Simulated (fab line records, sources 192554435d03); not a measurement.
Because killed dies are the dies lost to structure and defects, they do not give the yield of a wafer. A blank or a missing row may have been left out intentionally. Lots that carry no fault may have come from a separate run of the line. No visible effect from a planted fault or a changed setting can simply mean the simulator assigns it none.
fab line records	flow n5Finfet
[record] lots = 24	wafers = 72	lastDay = 18
route steps=1938 shown BEOL_M2@887
lots with no fault: from the same line, run without faults
startH: start of the lot's first displayed wafer, in hours after the record's first day	waitH: time in hours since the lot's previous step	" unchanged from the row above	L1.1+2: a row that stands for several wafers	- value missing, or start not given	* or withheld: withheld	< > ~ a bound
route shown NAME@n: names a module that has steps shown in the file, with the first one's number in the route	usual: mean/standard deviation of fault-free wafers	same: alike in all rows	chamber/n: place in a boat	sites: readings site by site	_std_site: standard deviation across them	_edge_site: mean of outer sites minus mean of inner sites	radiusMm: for every site, how far away it sits from the centre of the wafer	mask NAME#n: copy n	behind: the tool/chamber that last shaped the wafer	hold: what put the lot on hold/how long, in hours/how the hold closed	device: the transistor (n, p or np) that didn't switch	end of line: at the end of the route, the tests of the same wafers	a step with no rows: only its recipe	killed: the dies lost at the first sort to structure and to defects; this is not the yield of the wafer	map: dies across one wafer; x = killed, . = not, _ = none there
set.NAME: the setting as run; set.NAME@STEP: as run at that earlier step	model.NAME: the simulator's own value behind a step, which no gauge read
the route's steps for a sample of lots (tables are steps, rows are wafers)
services: the hour from which a tool's chamber was out of use, counted from the record's first day as startH (under 0 if before that day), plus the number of hours and why
[[steps]]
[step N5_BEOL_M2_VIA_ETCH_34]
[recipe] chemistry = C4F6/O2	targetDepthA = 694	maskMaterial = SOC	pressureMtorr = 15	ionEnergyEv = 250	taperDeg = 4	timeS = 65.9	sourceW = 350	biasW = 170	Ar_flow_sccm = 300	C4F6_flow_sccm = 10	O2_flow_sccm = 10
[usual] drypumpMotorCurrentA = 5.8/0.43	oesProductAu = 0.80/0.073	rfVppV = 667/4.4	showerheadPlenumPTorr = 2.86/0.086	throttleValvePct = 30.8/0.33
lot.wafer	tool	chamber	startH	waitH	drypumpMotorCurrentA	oesProductAu	rfHoursCounterH	rfVppV	showerheadPlenumPTorr	throttleValvePct
L074.1	rieDiel-06	1	141.38	0.0	5.8	0.85	70	659	2.77	31.2
L074.4	"	3	"	"	5.4	0.87	73	671	2.88	30.7
L074.5	"	1	"	"	5.8	0.84	-	660	2.77	31.1
L076.1	rieDiel-01	0	151.68	0.0	5.5	0.91	24	669	2.79	31.2
L076.3	"	2	"	"	5.9	0.73	178	675	2.95	31.0
L076.5	"	2	"	"	5.9	0.73	-	674	2.95	31.0
L075.3	rieDiel-06	0	157.00	0.0	5.7	0.76	132	663	2.85	30.8
L075.5	"	2	"	"	6.9	0.75	-	672	2.85	31.2
L075.6	"	0	"	"	5.8	0.77	-	665	2.85	30.8
L078.1	rieDiel-03	2	176.17	0.0	5.7	0.80	106	671	2.98	30.8
L078.4	"	3	"	"	5.1	0.70	219	662	2.71	31.0
L078.5	"	3	"	"	5.1	0.70	-	661	2.71	31.0
L077.1	rieDiel-01	0	181.56	0.0	5.4	0.89	35	668	2.79	31.3
L077.5	"	3	"	"	6.1	0.92	-	667	2.78	30.2
L077.6	"	2	"	"	5.9	0.72	-	675	2.94	31.0
L079.2	rieDiel-06	3	197.29	0.0	5.4	0.84	92	673	2.87	30.7
L079.4	"	2	"	"	6.8	0.74	183	670	2.84	31.3
L079.6	"	2	"	"	6.8	0.75	-	671	2.84	31.3
L080.1	rieDiel-06	1	198.84	0.0	5.7	0.82	88	660	2.76	31.2
L080.2	"	3	"	"	5.4	0.83	92	672	2.87	30.7
L080.5	"	3	"	"	5.4	0.83	-	671	2.87	30.7
L083.1	rieDiel-01	1	199.08	0.0	5.5	0.82	114	663	2.86	30.4
L083.2	"	2	"	"	5.8	0.73	193	675	2.94	31.0
L083.5	"	1	"	"	5.5	0.81	-	664	2.86	30.4
L081.1	rieDiel-03	2	202.21	0.0	5.7	0.79	113	673	2.97	30.8
L081.2	"	3	"	"	5.1	0.69	228	661	2.70	31.0
L081.5	"	2	"	"	5.6	0.79	-	671	2.97	30.8
L084.1	rieDiel-03	2	210.95	0.0	5.6	0.79	116	671	2.97	30.8
L084.4	"	1	"	"	5.8	0.88	43	665	3.01	30.5
L084.5	"	0	"	"	6.0	0.71	-	671	2.92	31.0
L085.2	rieDiel-01	1	214.54	0.0	5.5	0.80	119	663	2.86	30.4
L085.5	"	0	"	"	5.5	0.87	-	668	2.79	31.3
L085.6	"	3	"	"	6.1	0.91	-	665	2.78	30.2
L087.3	rieDiel-03	2	218.09	0.0	5.6	0.79	118	672	2.97	30.8
L087.5	"	0	"	"	6.0	0.71	-	671	2.92	31.0
L087.6	"	1	"	"	5.8	0.87	-	664	3.01	30.5
L082.2	rieDiel-03	0	221.37	0.0	6.0	0.69	236	669	2.92	31.0
L082.4	"	3	"	"	5.1	0.69	234	660	2.70	31.0
L082.5	"	3	"	"	5.1	0.69	-	661	2.70	31.0
L086.1	rieDiel-06	0	221.47	0.0	5.8	0.75	151	662	2.84	30.8
L086.3	"	3	"	"	5.4	0.84	100	671	2.87	30.7
L086.4	"	2	"	"	6.8	0.74	192	670	2.84	31.3
L090.1	rieDiel-01	2	233.77	0.0	5.8	0.71	206	673	2.93	31.1
L090.4	"	0	"	"	5.4	0.86	52	668	2.78	31.3
L090.5	"	0	"	"	5.4	0.85	-	668	2.78	31.3
L088.1	rieDiel-06	1	238.47	0.0	5.7	0.79	101	661	2.75	31.2
L088.2	"	2	"	"	6.8	0.72	198	671	2.83	31.3
L088.3	"	3	"	"	5.4	0.81	107	670	2.87	30.7
L089.1	rieDiel-01	2	251.98	0.0	5.8	0.71	213	674	2.93	31.1
L089.4	"	1	"	"	5.5	0.79	132	663	2.85	30.4
L089.6	"	2	"	"	5.9	0.71	-	673	2.93	31.1
L091.1	rieDiel-01	0	259.68	0.0	5.4	0.83	62	668	2.78	31.3
L091.4	"	2	"	"	5.9	0.71	216	674	2.93	31.1
L091.5	"	0	"	"	5.5	0.84	-	668	2.78	31.3
L092.1	rieDiel-01	1	264.91	0.0	5.5	0.78	136	663	2.85	30.4
L092.4	"	2	"	"	5.8	0.71	216	673	2.93	31.1
L092.5	"	0	"	"	5.4	0.84	-	668	2.78	31.3
L093.1	rieDiel-03	2	264.95	0.0	5.6	0.78	136	671	2.96	30.8
L093.4	"	2	"	"	5.6	0.78	-	670	2.96	30.8
L093.6	"	3	"	"	5.1	0.69	-	661	2.70	31.0
L096.1	rieDiel-01	0	275.15	0.0	5.5	0.84	68	668	2.77	31.3
L096.3	"	2	"	"	5.9	0.70	220	674	2.93	31.1
L096.5	"	0	"	"	5.5	0.84	-	669	2.77	31.3
L095.3	rieDiel-06	0	275.19	0.0	5.8	0.74	170	663	2.84	30.8
L095.5	"	3	"	"	5.4	0.81	-	670	2.86	30.7
L095.6	"	0	"	"	5.8	0.74	-	663	2.84	30.8
L094.1	rieDiel-03	0	280.78	0.0	6.0	1.01	0	670	2.91	30.9
L094.5	"	2	"	"	5.7	0.76	-	671	2.96	30.8
L094.6	"	1	"	"	5.8	0.84	-	664	3.00	30.5
L097.2	rieDiel-03	1	293.29	0.0	5.8	0.82	74	663	3.00	30.5
L097.4	"	2	"	"	5.6	0.76	-	671	2.96	30.8
L097.6	"	1	"	"	5.8	0.82	-	662	3.00	30.5
[step N5_BEOL_M2_CD_MEAS_35]
[recipe] targetCdNm = 18	targetCdYNm = 22.2	polarity = opening
[usual] cdNm = 18.02/0.29
lot.wafer	tool	chamber	startH	waitH	cdNm
L074.1	cdSem-01	-	141.79	0.0	18.17
L074.4	"	-	"	"	17.80
L074.5	"	-	"	"	18.37
L076.1	cdSem-02	-	152.08	0.0	17.89
L076.3	"	-	"	"	17.39
L076.5	"	-	"	"	17.61
L075.3	cdSem-02	-	157.41	0.0	17.85
L075.5	"	-	"	"	18.31
L075.6	"	-	"	"	18.67
L078.1	cdSem-02	-	176.58	0.0	17.84
L078.4	"	-	"	"	18.03
L078.5	"	-	"	"	18.06
L077.1	cdSem-01	-	181.96	0.0	18.46
L077.5	"	-	"	"	17.88
L077.6	"	-	"	"	18.04
L079.2	cdSem-01	-	197.70	0.0	17.86
L079.4	"	-	"	"	18.02
L079.6	"	-	"	"	17.85
L080.1	cdSem-02	-	199.24	0.0	17.69
L080.2	"	-	"	"	18.15
L080.5	"	-	"	"	18.27
L083.1	cdSem-01	-	199.49	0.0	17.81
L083.2	"	-	"	"	18.00
L083.5	"	-	"	"	17.96
L081.1	cdSem-02	-	202.62	0.0	17.80
L081.2	"	-	"	"	17.55
L081.5	"	-	"	"	18.06
L084.1	cdSem-01	-	211.36	0.0	18.18
L084.4	"	-	"	"	18.09
L084.5	"	-	"	"	17.98
L085.2	cdSem-01	-	214.95	0.0	17.77
L085.5	"	-	"	"	18.40
L085.6	"	-	"	"	18.29
L087.3	cdSem-02	-	218.51	0.0	18.23
L087.5	"	-	"	"	17.66
L087.6	"	-	"	"	17.93
L082.2	cdSem-02	-	221.78	0.0	18.56
L082.4	"	-	"	"	18.18
L082.5	"	-	"	"	18.17
L086.1	cdSem-01	-	221.88	0.0	17.95
L086.3	"	-	"	"	18.01
L086.4	"	-	"	"	17.56
L090.1	cdSem-02	-	234.17	0.0	17.67
L090.4	"	-	"	"	18.20
L090.5	"	-	"	"	18.44
L088.1	cdSem-01	-	238.87	0.0	18.40
L088.2	"	-	"	"	17.92
L088.3	"	-	"	"	17.71
L089.1	cdSem-01	-	252.39	0.0	17.80
L089.4	"	-	"	"	17.95
L089.6	"	-	"	"	17.66
L091.1	cdSem-03	-	260.09	0.0	17.97
L091.4	"	-	"	"	17.73
L091.5	"	-	"	"	17.78
L092.1	cdSem-02	-	265.33	0.0	17.51
L092.4	"	-	"	"	18.50
L092.5	"	-	"	"	17.88
L093.1	cdSem-01	-	265.36	0.0	17.84
L093.4	"	-	"	"	18.11
L093.6	"	-	"	"	18.12
L096.1	cdSem-01	-	275.56	0.0	18.12
L096.3	"	-	"	"	17.84
L096.5	"	-	"	"	17.91
L095.3	cdSem-03	-	275.61	0.0	18.05
L095.5	"	-	"	"	18.37
L095.6	"	-	"	"	18.61
L094.1	cdSem-02	-	281.19	0.0	18.38
L094.5	"	-	"	"	18.28
L094.6	"	-	"	"	17.72
L097.2	cdSem-03	-	293.69	0.0	17.90
L097.4	"	-	"	"	17.65
L097.6	"	-	"	"	17.76
[step N5_BEOL_M2_SURFACE_TREAT_85]
[recipe] gas = Ar	timeS = *	ionEnergyEv = *	ionCurrentMaCm2 = 0.5	pressureMtorr = *	arFlowSccm = 30
[usual] throttleValvePct = *
lot.wafer	tool	chamber	startH	waitH	throttleValvePct
L074.1	pvdSputter-02	-	142.41	0.2	*
L074.4	"	-	"	"	*
L074.5	"	-	"	"	*
L076.1	pvdSputter-02	-	152.80	0.4	*
L076.3	"	-	"	"	*
L076.5	"	-	"	"	*
L075.3	pvdSputter-02	-	158.36	0.1	*
L075.5	"	-	"	"	*
L075.6	"	-	"	"	*
L078.1	pvdSputter-02	-	177.20	0.2	*
L078.4	"	-	"	"	*
L078.5	"	-	"	"	*
L077.1	pvdSputter-01	-	182.60	0.2	*
L077.5	"	-	"	"	*
L077.6	"	-	"	"	*
L079.2	pvdSputter-01	-	198.31	0.2	*
L079.4	"	-	"	"	*
L079.6	"	-	"	"	*
L080.1	pvdSputter-03	-	200.08	0.2	*
L080.2	"	-	"	"	*
L080.5	"	-	"	"	*
L083.1	pvdSputter-01	-	200.49	0.2	*
L083.2	"	-	"	"	*
L083.5	"	-	"	"	*
L081.1	pvdSputter-03	-	203.52	0.4	*
L081.2	"	-	"	"	*
L081.5	"	-	"	"	*
L084.1	pvdSputter-01	-	212.12	0.2	*
L084.4	"	-	"	"	*
L084.5	"	-	"	"	*
L085.2	pvdSputter-03	-	216.07	0.4	*
L085.5	"	-	"	"	*
L085.6	"	-	"	"	*
L087.3	pvdSputter-03	-	219.63	0.4	*
L087.5	"	-	"	"	*
L087.6	"	-	"	"	*
L082.2	pvdSputter-03	-	222.43	0.1	*
L082.4	"	-	"	"	*
L082.5	"	-	"	"	*
L086.1	pvdSputter-03	-	222.47	0.2	*
L086.3	"	-	"	"	*
L086.4	"	-	"	"	*
L090.1	pvdSputter-02	-	234.99	0.2	*
L090.4	"	-	"	"	*
L090.5	"	-	"	"	*
L088.1	pvdSputter-03	-	239.67	0.4	*
L088.2	"	-	"	"	*
L088.3	"	-	"	"	*
L089.1	pvdSputter-03	-	253.58	0.1	*
L089.4	"	-	"	"	*
L089.6	"	-	"	"	*
L091.1	pvdSputter-01	-	262.65	1.5	*
L091.4	"	-	"	"	*
L091.5	"	-	"	"	*
L092.1	pvdSputter-02	-	267.71	1.8	*
L092.4	"	-	"	"	*
L092.5	"	-	"	"	*
L093.1	pvdSputter-01	-	267.89	1.8	*
L093.4	"	-	"	"	*
L093.6	"	-	"	"	*
L096.1	pvdSputter-03	-	276.48	0.2	*
L096.3	"	-	"	"	*
L096.5	"	-	"	"	*
L095.3	pvdSputter-02	-	276.52	0.2	*
L095.5	"	-	"	"	*
L095.6	"	-	"	"	*
L094.1	pvdSputter-02	-	281.70	0.1	*
L094.5	"	-	"	"	*
L094.6	"	-	"	"	*
L097.2	pvdSputter-01	-	295.04	0.4	*
L097.4	"	-	"	"	*
L097.6	"	-	"	"	*
[step N5_BEOL_M2_ANNEAL_82]
[recipe] tempC = 400	timeS = 240	ambient = vacuum
[usual] heaterPowerW = 786/69
lot.wafer	tool	chamber	startH	waitH	heaterPowerW
L074.1	pvdSputter-02	-	143.29	0.0	937
L074.4	"	-	"	"	800
L074.5	"	-	"	"	761
L076.1	pvdSputter-03	-	156.46	0.0	791
L076.3	"	-	"	"	839
L076.5	"	-	"	"	785
L075.3	pvdSputter-02	-	159.32	0.0	907
L075.5	"	-	"	"	823
L075.6	"	-	"	"	771
L078.1	pvdSputter-01	-	178.58	0.0	719
L078.4	"	-	"	"	750
L078.5	"	-	"	"	728
L077.1	pvdSputter-03	-	183.42	0.0	742
L077.5	"	-	"	"	823
L077.6	"	-	"	"	835
L079.2	pvdSputter-01	-	199.13	0.0	623
L079.4	"	-	"	"	714
L079.6	"	-	"	"	763
L080.1	pvdSputter-03	-	200.86	0.0	812
L080.2	"	-	"	"	783
L080.5	"	-	"	"	861
L083.1	pvdSputter-01	-	201.35	0.0	772
L083.2	"	-	"	"	722
L083.5	"	-	"	"	620
L081.1	pvdSputter-02	-	204.35	0.0	851
L081.2	"	-	"	"	906
L081.5	"	-	"	"	781
L084.1	pvdSputter-02	-	214.22	0.0	836
L084.4	"	-	"	"	751
L084.5	"	-	"	"	921
L085.2	pvdSputter-03	-	216.93	0.0	715
L085.5	"	-	"	"	805
L085.6	"	-	"	"	855
L087.3	pvdSputter-01	-	220.60	0.0	780
L087.5	"	-	"	"	636
L087.6	"	-	"	"	775
L082.2	pvdSputter-02	-	223.17	0.0	770
L082.4	"	-	"	"	775
L082.5	"	-	"	"	809
L086.1	pvdSputter-03	-	223.21	0.0	833
L086.3	"	-	"	"	728
L086.4	"	-	"	"	807
L090.1	pvdSputter-02	-	235.85	0.0	907
L090.4	"	-	"	"	789
L090.5	"	-	"	"	768
L088.1	pvdSputter-03	-	240.43	0.0	715
L088.2	"	-	"	"	873
L088.3	"	-	"	"	809
L089.1	pvdSputter-03	-	254.32	0.0	803
L089.4	"	-	"	"	769
L089.6	"	-	"	"	864
L091.1	pvdSputter-01	-	263.47	0.0	635
L091.4	"	-	"	"	764
L091.5	"	-	"	"	711
L092.1	pvdSputter-02	-	268.53	0.0	910
L092.4	"	-	"	"	865
L092.5	"	-	"	"	913
L093.1	pvdSputter-03	-	268.71	0.0	812
L093.4	"	-	"	"	744
L093.6	"	-	"	"	870
L096.1	pvdSputter-01	-	277.41	0.0	632
L096.3	"	-	"	"	749
L096.5	"	-	"	"	753
L095.3	pvdSputter-02	-	279.10	0.0	849
L095.5	"	-	"	"	913
L095.6	"	-	"	"	830
L094.1	pvdSputter-01	-	282.55	0.0	761
L094.5	"	-	"	"	625
L094.6	"	-	"	"	773
L097.2	pvdSputter-03	-	295.91	0.0	774
L097.4	"	-	"	"	711
L097.6	"	-	"	"	734
[step N5_BEOL_M2_ANNEAL_89]
[recipe] tempC = 400	timeS = 240	ambient = vacuum
[usual] heaterPowerW = 785/68
lot.wafer	tool	chamber	startH	waitH	heaterPowerW
L074.1	pvdSputter-02	-	143.73	0.0	905
L074.4	"	-	"	"	781
L074.5	"	-	"	"	772
L076.1	pvdSputter-03	-	156.90	0.0	782
L076.3	"	-	"	"	835
L076.5	"	-	"	"	808
L075.3	pvdSputter-02	-	159.76	0.0	890
L075.5	"	-	"	"	804
L075.6	"	-	"	"	762
L078.1	pvdSputter-01	-	179.02	0.0	730
L078.4	"	-	"	"	743
L078.5	"	-	"	"	703
L077.1	pvdSputter-03	-	183.86	0.0	721
L077.5	"	-	"	"	834
L077.6	"	-	"	"	878
L079.2	pvdSputter-01	-	199.57	0.0	647
L079.4	"	-	"	"	722
L079.6	"	-	"	"	771
L080.1	pvdSputter-03	-	201.30	0.0	812
L080.2	"	-	"	"	772
L080.5	"	-	"	"	858
L083.1	pvdSputter-01	-	201.79	0.0	756
L083.2	"	-	"	"	726
L083.5	"	-	"	"	648
L081.1	pvdSputter-02	-	204.79	0.0	832
L081.2	"	-	"	"	908
L081.5	"	-	"	"	771
L084.1	pvdSputter-02	-	214.66	0.0	857
L084.4	"	-	"	"	756
L084.5	"	-	"	"	914
L085.2	pvdSputter-03	-	217.42	0.0	731
L085.5	"	-	"	"	825
L085.6	"	-	"	"	837
L087.3	pvdSputter-01	-	221.04	0.0	783
L087.5	"	-	"	"	627
L087.6	"	-	"	"	768
L082.2	pvdSputter-02	-	223.61	0.0	782
L082.4	"	-	"	"	765
L082.5	"	-	"	"	788
L086.1	pvdSputter-03	-	223.65	0.0	831
L086.3	"	-	"	"	701
L086.4	"	-	"	"	788
L090.1	pvdSputter-02	-	236.29	0.0	894
L090.4	"	-	"	"	806
L090.5	"	-	"	"	756
L088.1	pvdSputter-03	-	240.87	0.0	721
L088.2	"	-	"	"	887
L088.3	"	-	"	"	836
L089.1	pvdSputter-03	-	254.76	0.0	796
L089.4	"	-	"	"	729
L089.6	"	-	"	"	867
L091.1	pvdSputter-01	-	263.91	0.0	628
L091.4	"	-	"	"	731
L091.5	"	-	"	"	711
L092.1	pvdSputter-02	-	268.97	0.0	896
L092.4	"	-	"	"	828
L092.5	"	-	"	"	913
L093.1	pvdSputter-03	-	269.15	0.0	820
L093.4	"	-	"	"	726
L093.6	"	-	"	"	862
L096.1	pvdSputter-01	-	277.85	0.0	630
L096.3	"	-	"	"	756
L096.5	"	-	"	"	734
L095.3	pvdSputter-02	-	279.54	0.0	828
L095.5	"	-	"	"	909
L095.6	"	-	"	"	797
L094.1	pvdSputter-01	-	282.99	0.0	740
L094.5	"	-	"	"	623
L094.6	"	-	"	"	759
L097.2	pvdSputter-03	-	296.35	0.0	792
L097.4	"	-	"	"	746
L097.6	"	-	"	"	766
[step N5_BEOL_M2_PRE_CLEAN_60]
[recipe] gas = NH3/H2	timeS = 15	tempC = *	rfPowerW = 300
[usual] heaterPowerOuterW = 20/12	heaterPowerW = 85/22
lot.wafer	tool	chamber	startH	waitH	heaterPowerOuterW	heaterPowerW
L074.1	cvdCo-02	2	145.37	0.0	16	87
L074.4	"	1	"	"	11	78
L074.5	"	1	"	"	12	76
L076.1	cvdCo-02	2	158.52	0.0	16	89
L076.3	"	0	"	"	13	64
L076.5	"	0	"	"	12	64
L075.3	cvdCo-02	1	161.39	0.0	11	75
L075.5	"	0	"	"	13	63
L075.6	"	1	"	"	11	74
L078.1	cvdCo-01	1	180.66	0.0	43	131
L078.4	"	0	"	"	34	96
L078.5	"	2	"	"	10	61
L077.1	cvdCo-02	2	185.49	0.0	15	88
L077.5	"	0	"	"	13	62
L077.6	"	2	"	"	16	87
L079.2	cvdCo-02	0	201.20	0.0	13	62
L079.4	"	0	"	"	13	65
L079.6	"	1	"	"	11	78
L080.1	cvdCo-02	2	202.98	0.1	16	89
L080.2	"	1	"	"	12	78
L080.5	"	2	"	"	16	89
L083.1	cvdCo-02	2	203.42	0.0	16	90
L083.2	"	0	"	"	13	63
L083.5	"	0	"	"	13	63
L081.1	cvdCo-02	1	206.41	0.0	11	77
L081.2	"	2	"	"	16	90
L081.5	"	2	"	"	16	88
L084.1	cvdCo-02	1	217.97	0.0	11	79
L084.4	"	0	"	"	13	61
L084.5	"	1	"	"	11	76
L085.2	cvdCo-01	1	219.17	0.0	44	131
L085.5	"	2	"	"	10	63
L085.6	"	1	"	"	44	133
L087.3	cvdCo-01	2	222.67	0.0	10	63
L087.5	"	1	"	"	44	131
L087.6	"	2	"	"	10	64
L082.2	cvdCo-02	2	225.24	0.0	16	87
L082.4	"	0	"	"	13	62
L082.5	"	2	"	"	16	89
L086.1	cvdCo-02	1	225.35	0.1	12	77
L086.3	"	2	"	"	16	88
L086.4	"	2	"	"	16	88
L090.1	cvdCo-01	0	237.92	0.0	35	98
L090.4	"	0	"	"	35	100
L090.5	"	0	"	"	35	101
L088.1	cvdCo-01	1	242.50	0.0	45	133
L088.2	"	2	"	"	10	63
L088.3	"	0	"	"	35	99
L089.1	cvdCo-01	1	256.38	0.0	43	132
L089.4	"	2	"	"	10	63
L089.6	"	1	"	"	43	129
L091.1	cvdCo-02	1	265.54	0.0	12	78
L091.4	"	1	"	"	12	79
L091.5	"	2	"	"	16	91
L092.1	cvdCo-01	2	270.61	0.0	10	62
L092.4	"	2	"	"	10	62
L092.5	"	0	"	"	34	98
L093.1	cvdCo-01	0	270.77	0.0	35	99
L093.4	"	0	"	"	35	103
L093.6	"	2	"	"	10	63
L096.1	cvdCo-02	0	279.53	0.0	13	63
L096.3	"	2	"	"	16	89
L096.5	"	0	"	"	13	63
L095.3	cvdCo-01	1	281.16	0.0	45	131
L095.5	"	2	"	"	10	62
L095.6	"	0	"	"	34	100
L094.1	cvdCo-02	2	284.67	0.0	16	88
L094.5	"	2	"	"	16	92
L094.6	"	1	"	"	12	78
L097.2	cvdCo-02	2	297.97	0.0	16	89
L097.4	"	0	"	"	13	63
L097.6	"	1	"	"	12	77
[[services]]
tool	chamber	startH	hours	kind
cvdCo-02	0	131.53	22.4	repair
rieDiel-01	3	137.44	-	clean
rieDiel-01	3	137.44	-	consumableReplace:focusRing
rieDiel-01	3	137.44	23.2	scheduledDown
rieDiel-01	3	137.44	23.2	ventCycle
pvdSputter-03	-	161.93	6.6	repair
rieDiel-06	-	174.50	0.2	repair
cvdCo-01	-	183.83	6.0	pm
pvdSputter-02	-	185.64	12.6	repair
cvdCo-02	-	187.73	2.7	repair
rieDiel-03	1	191.39	1.3	repair
cvdCo-02	-	194.94	4.3	pm
cvdCo-01	2	234.87	6.3	repair
rieDiel-01	1	247.05	2.6	repair
rieDiel-03	3	247.54	9.3	repair
rieDiel-03	0	259.40	-	clean
rieDiel-03	0	259.40	-	consumableReplace:focusRing
rieDiel-03	0	259.40	20.5	scheduledDown
rieDiel-03	0	259.40	20.5	ventCycle
rieDiel-03	-	267.25	1.6	repair
rieDiel-03	3	279.88	-	clean
rieDiel-03	3	279.88	-	consumableReplace:focusRing
rieDiel-03	3	279.88	-	consumableReplace:showerhead
rieDiel-03	3	279.88	20.9	scheduledDown
[[key]]
fault none
